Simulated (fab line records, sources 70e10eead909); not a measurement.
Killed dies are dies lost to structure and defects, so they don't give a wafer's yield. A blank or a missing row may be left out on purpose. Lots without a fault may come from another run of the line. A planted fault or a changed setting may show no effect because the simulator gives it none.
Which tool did it? | flow nand_harc | 24 lots, 72 wafers sampled, at 6 steps of a route of 1159

WHAT THE GAUGES READ, wafer by wafer
The record holds no reading of a measuring or inspecting step that can be judged against a usual standard deviation.

WHICH TOOL RAN EACH LOT (tool, then ch and the chambers of the sampled wafers, then the start)
lot  | NHARC_A_CONTACT_ETCH_49                       | NHARC_A_CONTACT_ETCH_112             | NHARC_A_CONTACT_ETCH_96                       | NHARC_A_CONTACT_ETCH_125             | NHARC_A_CONTACT_ETCH_128             | NHARC_A_CONTACT_ETCH_132
L074 | rie_diel-07 ch 0,1,3, day 16 05:20 or earlier | har_cap_etch-01 ch 0,1, day 16 05:20 | rie_diel-07 ch 0,2,3, day 16 12:25 or earlier | har_cap_etch-01 ch 0,1, day 16 12:25 | har_cap_etch-01 ch 0,1, day 16 12:51 | har_cap_etch-01 ch 0,1, day 16 13:25
L077 | rie_diel-04 ch 1,2, day 16 14:19 or earlier   | har_cap_etch-03 ch 0,1, day 16 14:19 | rie_diel-04 ch 0,1,2, day 16 23:09 or earlier | har_cap_etch-01 ch 0,1, day 16 23:09 | har_cap_etch-01 ch 0,1, day 16 23:34 | har_cap_etch-01 ch 0,1, day 17 00:08
L076 | rie_diel-07 ch 1,2, day 16 14:25 or earlier   | har_cap_etch-02 ch 0,1, day 16 14:25 | rie_diel-04 ch 0,3, day 16 23:20 or earlier   | har_cap_etch-02 ch 0,1, day 16 23:20 | har_cap_etch-02 ch 0,1, day 16 23:46 | har_cap_etch-02 ch 0,1, day 17 00:20
L075 | rie_diel-07 ch 0,1,3, day 16 20:41 or earlier | har_cap_etch-01 ch 0,1, day 16 20:41 | rie_diel-07 ch 0,1, day 17 03:55 or earlier   | har_cap_etch-03 ch 1, day 17 03:55   | har_cap_etch-03 ch 1, day 17 04:20   | har_cap_etch-03 ch 1, day 17 04:54
L078 | rie_diel-08 ch 0,1, day 16 21:19 or earlier   | har_cap_etch-03 ch 0,1, day 16 21:19 | rie_diel-07 ch 2,3, day 17 05:37 or earlier   | har_cap_etch-02 ch 0,1, day 17 05:37 | har_cap_etch-02 ch 0,1, day 17 06:02 | har_cap_etch-02 ch 0,1, day 17 06:37
L079 | rie_diel-07 ch 0,1,3, day 17 05:22 or earlier | har_cap_etch-01 ch 1, day 17 05:22   | rie_diel-04 ch 0,2,3, day 17 14:06 or earlier | har_cap_etch-02 ch 0,1, day 17 14:06 | har_cap_etch-02 ch 0,1, day 17 14:31 | har_cap_etch-02 ch 0,1, day 17 15:05
L080 | rie_diel-04 ch 0,1,2, day 17 08:35 or earlier | har_cap_etch-02 ch 0,1, day 17 08:35 | rie_diel-04 ch 0,1,3, day 17 15:17 or earlier | har_cap_etch-01 ch 0,1, day 17 15:17 | har_cap_etch-01 ch 0,1, day 17 15:51 | har_cap_etch-01 ch 0,1, day 17 16:37
L081 | rie_diel-07 ch 0,2, day 17 22:23 or earlier   | har_cap_etch-02 ch 0,1, day 17 22:23 | rie_diel-08 ch 1,3, day 18 07:45 or earlier   | har_cap_etch-02 ch 0,1, day 18 07:45 | har_cap_etch-02 ch 0,1, day 18 08:10 | har_cap_etch-02 ch 0,1, day 18 08:44
L082 | rie_diel-08 ch 0,1,2, day 18 06:26 or earlier | har_cap_etch-03 ch 0,1, day 18 06:26 | rie_diel-04 ch 1,2, day 18 17:05 or earlier   | har_cap_etch-01 ch 0, day 18 17:05   | har_cap_etch-01 ch 0, day 18 17:31   | har_cap_etch-01 ch 0, day 18 18:05
L083 | rie_diel-07 ch 0,2,3, day 18 12:58 or earlier | har_cap_etch-01 ch 0,1, day 18 12:58 | rie_diel-04 ch 1,3, day 18 20:43 or earlier   | har_cap_etch-03 ch 0,1, day 18 20:43 | har_cap_etch-03 ch 0,1, day 18 21:08 | har_cap_etch-03 ch 0,1, day 18 21:43
L084 | rie_diel-07 ch 0,1, day 18 15:47 or earlier   | har_cap_etch-02 ch 0,1, day 18 15:47 | rie_diel-04 ch 0,2, day 18 22:31 or earlier   | har_cap_etch-02 ch 0,1, day 18 22:31 | har_cap_etch-02 ch 0,1, day 18 22:56 | har_cap_etch-02 ch 0,1, day 18 23:30
L086 | rie_diel-07 ch 1,2,3, day 19 11:04 or earlier | har_cap_etch-01 ch 0,1, day 19 11:04 | rie_diel-07 ch 0,1,2, day 19 17:50 or earlier | har_cap_etch-02 ch 0,1, day 19 17:50 | har_cap_etch-02 ch 0,1, day 19 18:16 | har_cap_etch-02 ch 0,1, day 19 18:50
L087 | rie_diel-07 ch 0,2,3, day 19 12:52 or earlier | har_cap_etch-03 ch 1, day 19 12:52   | rie_diel-07 ch 0,1,3, day 19 19:35 or earlier | har_cap_etch-01 ch 1, day 19 19:35   | har_cap_etch-01 ch 1, day 19 20:01   | har_cap_etch-01 ch 1, day 19 20:35
L085 | rie_diel-08 ch 1,2,3, day 19 20:30 or earlier | har_cap_etch-02 ch 0,1, day 19 20:30 | rie_diel-07 ch 0,1,2, day 20 04:28 or earlier | har_cap_etch-03 ch 0,1, day 20 04:28 | har_cap_etch-03 ch 0,1, day 20 04:53 | har_cap_etch-03 ch 0,1, day 20 05:27
L089 | rie_diel-04 ch 0,3, day 19 20:26 or earlier   | har_cap_etch-03 ch 0, day 19 20:26   | rie_diel-04 ch 0,2,3, day 20 04:50 or earlier | har_cap_etch-02 ch 0,1, day 20 04:50 | har_cap_etch-02 ch 0,1, day 20 05:16 | har_cap_etch-02 ch 0,1, day 20 05:50
L088 | rie_diel-08 ch 1,3, day 20 02:47 or earlier   | har_cap_etch-02 ch 0,1, day 20 02:47 | rie_diel-04 ch 0,1,3, day 20 11:49 or earlier | har_cap_etch-03 ch 0,1, day 20 11:49 | har_cap_etch-03 ch 0,1, day 20 12:14 | har_cap_etch-03 ch 0,1, day 20 12:48
L090 | rie_diel-07 ch 0,1, day 20 03:50 or earlier   | har_cap_etch-01 ch 0,1, day 20 03:50 | rie_diel-08 ch 2,3, day 20 05:37              | har_cap_etch-03 ch 0,1, day 20 13:41 | har_cap_etch-03 ch 0,1, day 20 14:07 | har_cap_etch-03 ch 0,1, day 20 14:41
L092 | rie_diel-07 ch 0,1,3, day 20 08:49 or earlier | har_cap_etch-01 ch 0,1, day 20 08:49 | rie_diel-07 ch 0,3, day 20 16:28 or earlier   | har_cap_etch-01 ch 0,1, day 20 16:28 | har_cap_etch-01 ch 0,1, day 20 16:54 | har_cap_etch-01 ch 0,1, day 20 17:28
L091 | rie_diel-07 ch 1,2,3, day 20 12:21 or earlier | har_cap_etch-02 ch 0,1, day 20 12:21 | rie_diel-08 ch 0,1,2, day 20 19:41 or earlier | har_cap_etch-02 ch 0,1, day 20 19:41 | har_cap_etch-02 ch 0,1, day 20 20:07 | har_cap_etch-02 ch 0,1, day 20 20:41
L093 | rie_diel-04 ch 0,2,3, day 20 20:46 or earlier | har_cap_etch-01 ch 0,1, day 20 20:46 | rie_diel-04 ch 1,2,3, day 21 03:43 or earlier | har_cap_etch-03 ch 0,1, day 21 03:43 | har_cap_etch-03 ch 0,1, day 21 04:08 | har_cap_etch-03 ch 0,1, day 21 04:42
L095 | rie_diel-07 ch 0,1,3, day 21 17:59 or earlier | har_cap_etch-01 ch 0,1, day 21 17:59 | rie_diel-07 ch 0,2,3, day 22 02:16 or earlier | har_cap_etch-02 ch 0,1, day 22 02:16 | har_cap_etch-02 ch 0,1, day 22 02:41 | har_cap_etch-02 ch 0,1, day 22 03:14
L094 | rie_diel-07 ch 0,1, day 21 22:16 or earlier   | har_cap_etch-03 ch 0,1, day 21 22:16 | rie_diel-07 ch 0,1, day 22 05:02 or earlier   | har_cap_etch-03 ch 0,1, day 22 05:02 | har_cap_etch-03 ch 0,1, day 22 05:28 | har_cap_etch-03 ch 0,1, day 22 06:02
L097 | rie_diel-08 ch 0,3, day 22 03:19 or earlier   | har_cap_etch-01 ch 0,1, day 22 03:19 | rie_diel-08 ch 0,1,2, day 22 10:16 or earlier | har_cap_etch-01 ch 0,1, day 22 10:16 | har_cap_etch-01 ch 0,1, day 22 10:41 | har_cap_etch-01 ch 0,1, day 22 11:16
L096 | rie_diel-08 ch 0,2, day 22 11:19 or earlier   | har_cap_etch-03 ch 0,1, day 22 11:19 | rie_diel-07 ch 0,1,3, day 22 18:38 or earlier | har_cap_etch-01 ch 0,1, day 22 18:38 | har_cap_etch-01 ch 0,1, day 22 19:04 | har_cap_etch-01 ch 0,1, day 22 19:38
- NHARC_A_CONTACT_ETCH_49: etches the open film in N2/H2, target depth 260 nm, time 475.3 s.
- NHARC_A_CONTACT_ETCH_112: etches the open film in C4F8/O2/Ar, time 94 s, target depth 922 nm.
- NHARC_A_CONTACT_ETCH_96: etches the open film in C4F6/O2, target depth 20 nm, time 10 s.
- NHARC_A_CONTACT_ETCH_125: etches the open film in C4F8/O2/Ar, time 155 s, target depth 956 nm.
- NHARC_A_CONTACT_ETCH_128: etches the open film in C4F8/O2/Ar, time 155 s, target depth 956 nm.
- NHARC_A_CONTACT_ETCH_132: etches the open film in C4F8/O2/Ar, time 156 s, target depth 958 nm.

WHAT THE TOOLS THEMSELVES READ (means of the sampled wafers that have a number; where no wafer has one, the mark that the record gives instead)
NHARC_A_CONTACT_ETCH_49.
lot  | tool        | drypump_motor_current_A (A) | oes_product_au (a.u.) | rf_vpp_V (V) | showerhead_plenum_p_Torr (Torr) | throttle_valve_pct (%)
L074 | rie_diel-07 | 5.1                         | 0.995                 | 431.6        | 2.07                            | 14.174
L077 | rie_diel-04 | 5.1                         | 0.999                 | 429.1        | 2.01                            | 14.179
L076 | rie_diel-07 | 5.0                         | 0.995                 | 432.8        | 2.11                            | 14.170
L075 | rie_diel-07 | 5.1                         | 0.989                 | 430.5        | 2.07                            | 14.168
L078 | rie_diel-08 | 6.2                         | 0.999                 | 428.6        | 1.94                            | 14.172
L079 | rie_diel-07 | 5.1                         | 1.010                 | 430.7        | 2.07                            | 14.174
L080 | rie_diel-04 | 5.4                         | 0.990                 | 429.6        | 2.03                            | 14.175
L081 | rie_diel-07 | 5.2                         | 0.993                 | 432.1        | 2.10                            | 14.172
L082 | rie_diel-08 | 5.8                         | 1.009                 | 429.9        | 2.01                            | 14.166
L083 | rie_diel-07 | 5.1                         | 1.000                 | 430.7        | 2.05                            | 14.179
L084 | rie_diel-07 | 5.2                         | 0.997                 | 432.8        | 2.11                            | 14.177
L086 | rie_diel-07 | 5.0                         | 1.002                 | 431.2        | 2.06                            | 14.171
L087 | rie_diel-07 | 5.1                         | 0.996                 | 430.7        | 2.05                            | 14.174
L085 | rie_diel-08 | 5.7                         | 1.001                 | 428.8        | 2.00                            | 14.173
L089 | rie_diel-04 | 6.2                         | 1.010                 | 430.2        | 2.02                            | 14.171
L088 | rie_diel-08 | 6.1                         | 0.998                 | 426.0        | 1.92                            | 14.174
L090 | rie_diel-07 | 5.1                         | 1.002                 | 433.1        | 2.12                            | 14.174
L092 | rie_diel-07 | 5.1                         | 0.997                 | 430.7        | 2.06                            | 14.173
L091 | rie_diel-07 | 5.0                         | 1.000                 | 431.2        | 2.06                            | 14.168
L093 | rie_diel-04 | 6.0                         | 0.997                 | 429.7        | 2.00                            | 14.170
L095 | rie_diel-07 | 5.1                         | 0.999                 | 430.7        | 2.06                            | 14.174
L094 | rie_diel-07 | 5.2                         | 1.008                 | 432.5        | 2.10                            | 14.176
L097 | rie_diel-08 | 5.8                         | 0.999                 | 435.2        | 2.22                            | 14.168
L096 | rie_diel-08 | 5.4                         | 0.998                 | 434.2        | 2.18                            | 14.166

NHARC_A_CONTACT_ETCH_96.
lot  | tool        | drypump_motor_current_A (A) | oes_product_au (a.u.) | rf_vpp_V (V) | showerhead_plenum_p_Torr (Torr) | throttle_valve_pct (%)
L074 | rie_diel-07 | 5.1                         | 0.944                 | 547          | 3.95                            | 26.902
L077 | rie_diel-04 | 5.4                         | 0.961                 | 547          | 3.91                            | 26.904
L076 | rie_diel-04 | 6.2                         | 0.949                 | 547          | 3.91                            | 26.905
L075 | rie_diel-07 | 5.2                         | 0.967                 | 549          | 4.05                            | 26.917
L078 | rie_diel-07 | 5.1                         | 0.991                 | 545          | 3.87                            | 26.907
L079 | rie_diel-04 | 6.0                         | 0.997                 | 547          | 3.87                            | 26.904
L080 | rie_diel-04 | 5.9                         | 0.947                 | 546          | 3.87                            | 26.897
L081 | rie_diel-08 | 5.8                         | 0.951                 | 541          | 3.70                            | 26.904
L082 | rie_diel-04 | 5.3                         | 0.945                 | 546          | 3.87                            | 26.903
L083 | rie_diel-04 | 6.1                         | 0.975                 | 543          | 3.78                            | 26.897
L084 | rie_diel-04 | 5.8                         | 0.945                 | 548          | 3.94                            | 26.909
L086 | rie_diel-07 | 5.1                         | 0.943                 | 549          | 4.04                            | 26.909
L087 | rie_diel-07 | 5.1                         | 0.941                 | 548          | 3.97                            | 26.899
L085 | rie_diel-07 | 5.1                         | 0.997                 | 550          | 4.04                            | 26.902
L089 | rie_diel-04 | 6.0                         | 0.963                 | 545          | 3.86                            | 26.901
L088 | rie_diel-04 | 5.9                         | 0.947                 | 545          | 3.85                            | 26.905
L090 | rie_diel-08 | 5.4                         | 0.951                 | 544          | 3.81                            | 26.912
L092 | rie_diel-07 | 5.2                         | 0.953                 | 546          | 3.87                            | 26.911
L091 | rie_diel-08 | 5.8                         | 1.004                 | 546          | 3.85                            | 26.909
L093 | rie_diel-04 | 5.7                         | 0.937                 | 545          | 3.81                            | 26.899
L095 | rie_diel-07 | 5.1                         | 0.943                 | 546          | 3.93                            | 26.901
L094 | rie_diel-07 | 5.2                         | 0.957                 | 549          | 4.03                            | 26.903
L097 | rie_diel-08 | 5.8                         | 0.944                 | 549          | 4.04                            | 26.910
L096 | rie_diel-07 | 5.1                         | 1.003                 | 547          | 3.96                            | 26.902

THE ANSWER, worked out from the rows above alone
Rule: what is usual is taken from the lots themselves. Put in order of their means at a reading, lots are off if they are a third of the lots or fewer, leave a main group of 4 or more, and stand apart from it by a gap of 3 or more times the standard deviation of the main group's means; of several such gaps the widest counts. A main group whose means are all the same, to the digits that the tables above print for the reading, isn't used. A lot without any number at a reading at which 4 lots or more have one is off too. The other lots that the step has rows for count as sound. The gauges are gone through in route order, then the tools' own readings, and for those a lot's mean is taken as printed above. The first step at which some lot is off is used, and at that step the reading that is off furthest; a lot without a number counts as furthest.
No lot is off at any reading shown: from this, nothing can be told.

WHAT THE SIMULATOR HAD PUT IN
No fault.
